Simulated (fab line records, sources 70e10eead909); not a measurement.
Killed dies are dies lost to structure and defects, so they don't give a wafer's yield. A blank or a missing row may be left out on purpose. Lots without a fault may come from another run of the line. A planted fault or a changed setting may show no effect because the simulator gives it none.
Chamber matching | flow nand_harc | NHARC_A_SLIT_ETCH_24 on rie_diel-02: 4 sister chambers
The step etches the open film in CF4/CHF3, target depth 121 nm, time 60.5 s. 4 wafers are shown with their chamber, then 7 later ones without.

WAFERS WITH THEIR CHAMBER
wafer  | chamber | drypump_motor_current_A (A)
L083.6 | 1       | 6.1
L087.2 | 0       | 5.7
L086.3 | 3       | 4.8
L086.4 | 2       | 5.7

WAFERS WITHOUT THEIR CHAMBER
wafer  | drypump_motor_current_A (A)
L086.5 | 6.1
L093.1 | 6.1
L093.5 | 6.1
L093.6 | 5.8
L092.1 | 4.8
L092.2 | 5.6
L092.4 | 5.7

WHICH CHAMBER EACH WENT THROUGH
wafer  | from the rows above     | in truth
L086.5 | 1                       | 1
L093.1 | 1                       | 1
L093.5 | 1                       | 1
L093.6 | can't be placed: 0 or 2 | 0
L092.1 | 3                       | 3
L092.2 | can't be placed: 0 or 2 | 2
L092.4 | can't be placed: 0 or 2 | 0
Placed correctly: 4 of 7. Can't be placed from these rows: 3 (the true chamber is among the candidates in 3). Placed wrongly: 0.
How it was worked out, from the rows above alone: a wafer's distance from a chamber is the root of the sum, over the readings, of the square of ((its reading less the chamber's mean) divided by the reading's scatter). The wafer belongs to the nearest chamber; if the next one is less than 2 further off, it can't be placed. A chamber's mean is the mean of its shown wafers. The scatter: with one shown wafer a chamber, the root of the mean of the squares of how far each hidden wafer lies from its nearest shown one.
